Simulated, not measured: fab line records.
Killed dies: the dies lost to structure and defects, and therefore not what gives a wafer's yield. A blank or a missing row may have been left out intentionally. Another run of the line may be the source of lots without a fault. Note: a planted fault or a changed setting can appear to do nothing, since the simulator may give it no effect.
Chamber matching :: flow nand_harc :: NHARC_A_STAIRCASE_TRIM_20 on rie_diel-05: 4 sister chambers
The step chemistry O2, time 211.2 s. 22 wafers are shown with their chamber, then 11 later ones without.

## WAFERS, EACH WITH ITS CHAMBER
wafer: L075.2
chamber: 0
showerhead_plenum_p_Torr (Torr): 3.33
drypump_motor_current_A (A): 5.73
oes_product_au (a.u.): 0.998

wafer: L075.4
chamber: 2
showerhead_plenum_p_Torr (Torr): 3.51
drypump_motor_current_A (A): 5.34
oes_product_au (a.u.): 1.004

wafer: L075.5
chamber: 2
showerhead_plenum_p_Torr (Torr): 3.51
drypump_motor_current_A (A): 5.34
oes_product_au (a.u.): 0.995

wafer: L079.1
chamber: 1
showerhead_plenum_p_Torr (Torr): 3.37
drypump_motor_current_A (A): 5.73
oes_product_au (a.u.): 0.990

wafer: L079.4
chamber: 0
showerhead_plenum_p_Torr (Torr): 3.33
drypump_motor_current_A (A): 5.71
oes_product_au (a.u.): 0.992

wafer: L079.5
chamber: 2
showerhead_plenum_p_Torr (Torr): 3.51
drypump_motor_current_A (A): 5.34
oes_product_au (a.u.): 0.994

wafer: L078.1
chamber: 1
showerhead_plenum_p_Torr (Torr): 3.36
drypump_motor_current_A (A): 5.74
oes_product_au (a.u.): 0.991

wafer: L078.3
chamber: 3
showerhead_plenum_p_Torr (Torr): 3.79
drypump_motor_current_A (A): 5.81
oes_product_au (a.u.): 1.003

wafer: L078.4
chamber: 2
showerhead_plenum_p_Torr (Torr): 3.50
drypump_motor_current_A (A): 5.35
oes_product_au (a.u.): 0.992

wafer: L080.2
chamber: 1
showerhead_plenum_p_Torr (Torr): 3.36
drypump_motor_current_A (A): 5.74
oes_product_au (a.u.): 0.977

wafer: L080.5
chamber: 1
showerhead_plenum_p_Torr (Torr): 3.36
drypump_motor_current_A (A): 5.73
oes_product_au (a.u.): 0.983

wafer: L080.6
chamber: 2
showerhead_plenum_p_Torr (Torr): 3.50
drypump_motor_current_A (A): 5.36
oes_product_au (a.u.): 0.992

wafer: L081.2
chamber: 0
showerhead_plenum_p_Torr (Torr): 3.33
drypump_motor_current_A (A): 5.73
oes_product_au (a.u.): 0.999

wafer: L081.4
chamber: 3
showerhead_plenum_p_Torr (Torr): 3.78
drypump_motor_current_A (A): 5.81
oes_product_au (a.u.): 1.001

wafer: L081.6
chamber: 3
showerhead_plenum_p_Torr (Torr): 3.78
drypump_motor_current_A (A): 5.80
oes_product_au (a.u.): 1.008

wafer: L084.1
chamber: 3
showerhead_plenum_p_Torr (Torr): 3.78
drypump_motor_current_A (A): 5.80
oes_product_au (a.u.): 1.009

wafer: L084.3
chamber: 2
showerhead_plenum_p_Torr (Torr): 3.50
drypump_motor_current_A (A): 5.35
oes_product_au (a.u.): 1.001

wafer: L084.4
chamber: 0
showerhead_plenum_p_Torr (Torr): 3.33
drypump_motor_current_A (A): 5.72
oes_product_au (a.u.): 0.997

wafer: L086.2
chamber: 2
showerhead_plenum_p_Torr (Torr): 3.49
drypump_motor_current_A (A): 5.36
oes_product_au (a.u.): 0.998

wafer: L086.3
chamber: 1
showerhead_plenum_p_Torr (Torr): 3.35
drypump_motor_current_A (A): 5.76
oes_product_au (a.u.): 0.990

wafer: L086.5
chamber: 0
showerhead_plenum_p_Torr (Torr): 3.32
drypump_motor_current_A (A): 5.70
oes_product_au (a.u.): 0.994

wafer: L089.3
chamber: 1
showerhead_plenum_p_Torr (Torr): 3.35
drypump_motor_current_A (A): 5.74
oes_product_au (a.u.): 0.983

SIGNATURES, as means of the wafers listed above
reading: showerhead_plenum_p_Torr
chamber 0: 3.3280
chamber 1: 3.3583
chamber 2: 3.5029
chamber 3: 3.7825
scatter within a chamber: 0.00659

reading: drypump_motor_current_A
chamber 0: 5.7180
chamber 1: 5.7400
chamber 2: 5.3486
chamber 3: 5.8050
scatter within a chamber: 0.0102

reading: oes_product_au
chamber 0: 0.99600
chamber 1: 0.98567
chamber 2: 0.99657
chamber 3: 1.00525
scatter within a chamber: 0.00448
Rule: a wafer lies at a distance from a chamber equal to the root of the sum of squares, over the readings, of (its reading less the chamber's mean, divided by the reading's scatter). The wafer belongs to the nearest chamber; if the next one is less than 2 further off, it can't be placed. How the scatter is found: for the shown wafers, subtract from each reading the mean of its chamber, square and add these, divide the total by (wafers less chambers), then take the root.

## WAFERS WITHOUT THEIR CHAMBER
wafer: L089.5
showerhead_plenum_p_Torr (Torr): 3.32
drypump_motor_current_A (A): 5.71
oes_product_au (a.u.): 1.011

wafer: L089.6
showerhead_plenum_p_Torr (Torr): 3.77
drypump_motor_current_A (A): 5.79
oes_product_au (a.u.): 0.999

wafer: L091.3
showerhead_plenum_p_Torr (Torr): 3.77
drypump_motor_current_A (A): 5.80
oes_product_au (a.u.): 0.999

wafer: L091.4
showerhead_plenum_p_Torr (Torr): 3.49
drypump_motor_current_A (A): 5.37
oes_product_au (a.u.): 1.009

wafer: L091.5
showerhead_plenum_p_Torr (Torr): 3.49
drypump_motor_current_A (A): 5.37
oes_product_au (a.u.): 1.003

wafer: L097.1
showerhead_plenum_p_Torr (Torr): 3.48
drypump_motor_current_A (A): 5.37
oes_product_au (a.u.): 0.989

wafer: L097.2
showerhead_plenum_p_Torr (Torr): 3.35
drypump_motor_current_A (A): 5.76
oes_product_au (a.u.): 0.988

wafer: L097.6
showerhead_plenum_p_Torr (Torr): 3.31
drypump_motor_current_A (A): 5.71
oes_product_au (a.u.): 1.005

wafer: L096.2
showerhead_plenum_p_Torr (Torr): 3.31
drypump_motor_current_A (A): 5.72
oes_product_au (a.u.): 1.009

wafer: L096.4
showerhead_plenum_p_Torr (Torr): 3.76
drypump_motor_current_A (A): 5.78
oes_product_au (a.u.): 1.011

wafer: L096.5
showerhead_plenum_p_Torr (Torr): 3.48
drypump_motor_current_A (A): 5.35
oes_product_au (a.u.): 0.980

## THE CHAMBER EACH PASSED THROUGH
wafer: L089.5
from the rows above: 0
in truth: 0

wafer: L089.6
from the rows above: 3
in truth: 3

wafer: L091.3
from the rows above: 3
in truth: 3

wafer: L091.4
from the rows above: 2
in truth: 2

wafer: L091.5
from the rows above: 2
in truth: 2

wafer: L097.1
from the rows above: 2
in truth: 2

wafer: L097.2
from the rows above: 1
in truth: 1

wafer: L097.6
from the rows above: 0
in truth: 0

wafer: L096.2
from the rows above: 0
in truth: 0

wafer: L096.4
from the rows above: 3
in truth: 3

wafer: L096.5
from the rows above: 2
in truth: 2
Placed correctly: 11 of 11. Can't be placed from these rows: 0. Placed wrongly: 0.
